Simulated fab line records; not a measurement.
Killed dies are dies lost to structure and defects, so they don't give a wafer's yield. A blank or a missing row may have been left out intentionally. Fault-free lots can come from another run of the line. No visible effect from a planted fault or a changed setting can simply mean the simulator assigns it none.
Chamber matching + flow nand-harc + NHARC_P_M1_ETCH_35 on rie-diel-07: 4 sister chambers
The step etches the open film in N2/H2, target depth 40 nm, overetch 12 nm, time 43.94 s. 14 wafers are shown with their chamber, then 7 later ones without.

== WAFERS PAIRED WITH THEIR CHAMBERS ==
| wafer  | chamber | drypump-motor-current-A (A) | rf-vpp-V (V) | throttle-valve-pct (%) |
|--------|---------|-----------------------------|--------------|------------------------|
| L077.1 | 3       | 5.8                         | 429.4        | 14.170                 |
| L077.3 | 0       | 6.2                         | 429.6        | 14.164                 |
| L077.5 | 3       | 5.8                         | 430.3        | 14.160                 |
| L076.1 | 0       | 6.3                         | 431.1        | 14.162                 |
| L076.4 | 2       | 5.1                         | 432.7        | 14.177                 |
| L076.6 | 0       | 6.2                         | 430.7        | 14.169                 |
| L079.1 | 1       | 6.3                         | 428.8        | 14.201                 |
| L079.2 | 2       | 5.1                         | 433.6        | 14.156                 |
| L079.6 | 3       | 5.7                         | 430.3        | 14.171                 |
| L080.1 | 0       | 6.2                         | 431.3        | 14.172                 |
| L080.2 | 3       | 5.7                         | 432.6        | 14.153                 |
| L080.3 | 2       | 5.1                         | 432.8        | 14.167                 |
| L087.4 | 1       | 6.3                         | 429.1        | 14.184                 |
| L087.5 | 0       | 6.2                         | 430.5        | 14.171                 |

SIGNATURES, as means of the wafers listed above
| reading                 | chamber 0 | chamber 1 | chamber 2 | chamber 3 | scatter within a chamber |
|-------------------------|-----------|-----------|-----------|-----------|--------------------------|
| drypump-motor-current-A | 6.220     | 6.300     | 5.100     | 5.750     | 0.0424                   |
| rf-vpp-V                | 430.640   | 428.950   | 433.033   | 430.650   | 0.888                    |
| throttle-valve-pct      | 14.16760  | 14.19250  | 14.16667  | 14.16350  | 0.00814                  |
Rule: for a wafer and a chamber, the distance is found by dividing, reading by reading, the gap between the wafer's reading and the chamber's mean by the reading's scatter, squaring, summing and taking the root. The wafer belongs to the nearest chamber; if the next one is less than 2 further off, it can't be placed. How the scatter is found: for the shown wafers, subtract from each reading the mean of its chamber, square and add these, divide the total by (wafers less chambers), then take the root.

== WAFERS MISSING THEIR CHAMBER ==
| wafer  | drypump-motor-current-A (A) | rf-vpp-V (V) | throttle-valve-pct (%) |
|--------|-----------------------------|--------------|------------------------|
| L087.6 | 6.3                         | 428.6        | 14.178                 |
| L089.1 | 5.7                         | 431.5        | 14.177                 |
| L089.3 | 6.3                         | 427.9        | 14.168                 |
| L089.6 | 6.3                         | 429.3        | 14.185                 |
| L094.1 | 5.1                         | 435.2        | 14.169                 |
| L094.4 | 6.3                         | 430.4        | 14.156                 |
| L094.6 | 5.7                         | 430.4        | 14.168                 |

== THE CHAMBER EACH PASSED THROUGH ==
| wafer  | from the rows above     | in truth                   |
|--------|-------------------------|----------------------------|
| L087.6 | can't be placed: 1 or 0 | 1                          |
| L089.1 | 3                       | 3                          |
| L089.3 | can't be placed: 1 or 0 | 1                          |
| L089.6 | 1                       | 1                          |
| L094.1 | 2                       | 2                          |
| L094.4 | 0                       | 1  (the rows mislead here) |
| L094.6 | 3                       | 3                          |
Correct placement for 4 of the 7. Can't be placed from these rows: 2 (the true chamber is among the candidates in 2). Wrongly placed: 1.
